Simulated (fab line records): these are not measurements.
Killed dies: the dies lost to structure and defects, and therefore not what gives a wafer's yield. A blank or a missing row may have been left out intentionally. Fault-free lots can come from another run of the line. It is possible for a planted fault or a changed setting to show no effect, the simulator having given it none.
Which tool was responsible? :: flow n5_finfet :: route of 1938 steps, sampled at 1 step: 24 lots, 72 wafers

WHAT THE GAUGES SHOWED, per wafer
N5_BEOL_M3_CD_MEAS_11: target cd 17.05 nm.
lot: L074
measured: day 6 19:41
on: cd_sem-03
cd_nm (nm): 17.65 17.36 16.90

lot: L075
measured: day 7 04:14
on: cd_sem-03
cd_nm (nm): 17.25 17.24 17.17

lot: L076
measured: day 7 13:28
on: cd_sem-02
cd_nm (nm): 17.21 17.57 17.25

lot: L077
measured: day 7 16:34
on: cd_sem-02
cd_nm (nm): 17.47 17.22 17.41

lot: L078
measured: day 7 20:09
on: cd_sem-02
cd_nm (nm): 17.07 17.51 17.22

lot: L079
measured: day 7 22:59
on: cd_sem-02
cd_nm (nm): 16.93 17.03 17.43

lot: L080
measured: day 8 15:07
on: cd_sem-03
cd_nm (nm): 16.94 17.03 17.21

lot: L081
measured: day 8 21:23
on: cd_sem-02
cd_nm (nm): 17.32 17.14 16.94

lot: L082
measured: day 9 02:25
on: cd_sem-01
cd_nm (nm): 17.35 17.17 17.50

lot: L083
measured: day 9 12:33
on: cd_sem-02
cd_nm (nm): 16.96 17.24 17.09

lot: L084
measured: day 9 14:56
on: cd_sem-01
cd_nm (nm): 17.64 17.54 17.29

lot: L085
measured: day 9 18:40
on: cd_sem-01
cd_nm (nm): 16.82 17.02 16.95

lot: L086
measured: day 10 06:08
on: cd_sem-02
cd_nm (nm): 17.15 16.81 16.68

lot: L088
measured: day 10 08:16
on: cd_sem-02
cd_nm (nm): 17.11 17.67 16.59

lot: L087
measured: day 10 09:49
on: cd_sem-02
cd_nm (nm): 16.81 17.06 16.91

lot: L089
measured: day 10 17:05
on: cd_sem-03
cd_nm (nm): 17.41 17.71 16.68

lot: L090
measured: day 10 17:18
on: cd_sem-03
cd_nm (nm): 17.11 17.11 17.19

lot: L091
measured: day 11 03:48
on: cd_sem-03
cd_nm (nm): 17.13 16.95 16.97

lot: L092
measured: day 11 09:44
on: cd_sem-03
cd_nm (nm): 16.77 16.71 16.95

lot: L093
measured: day 12 03:40
on: cd_sem-01
cd_nm (nm): 16.72 17.20 17.33

lot: L094
measured: day 12 04:10
on: cd_sem-03
cd_nm (nm): 16.94 17.29 17.37

lot: L095
measured: day 12 11:03
on: cd_sem-03
cd_nm (nm): 17.62 17.23 17.29

lot: L096
measured: day 12 16:45
on: cd_sem-01
cd_nm (nm): 17.29 17.08 17.07

lot: L097
measured: day 13 00:08
on: cd_sem-01
cd_nm (nm): 17.05 17.22 17.13

EACH LOT AND THE TOOL THAT RAN IT (in order: tool; ch and the chambers of the sampled wafers; start)
There is no process step in the record ahead of these readings.

WHAT THE TOOLS THEMSELVES READ (means of the sampled wafers that have a number; where no wafer has one, the mark that the record gives instead)
The record holds no such reading with a usual standard deviation.

THE ANSWER, worked out from the rows above alone
Rule: the usual values come from the lots themselves. The widest of any qualifying gaps counts: lots, ordered by their means at a reading, are off when they make up no more than a third of the lots, leave a main group of 4 or more, and stand apart from it by 3 or more times the standard deviation of that group's means. The tables above print the reading to a certain number of digits; a main group whose means all agree to those digits is not used. A lot without any number at a reading at which 4 lots or more have one is off too. The other lots that the step has rows for count as sound. After the gauges, taken in route order, come the tools' own readings; for these a lot's mean is taken, as printed above. At the first step where some lot is off, the reading lying furthest off is the one used; lots without a number count as furthest.
No lot is off on any of the readings shown, so nothing can be concluded from this.

WHAT WAS PUT IN BY THE SIMULATOR
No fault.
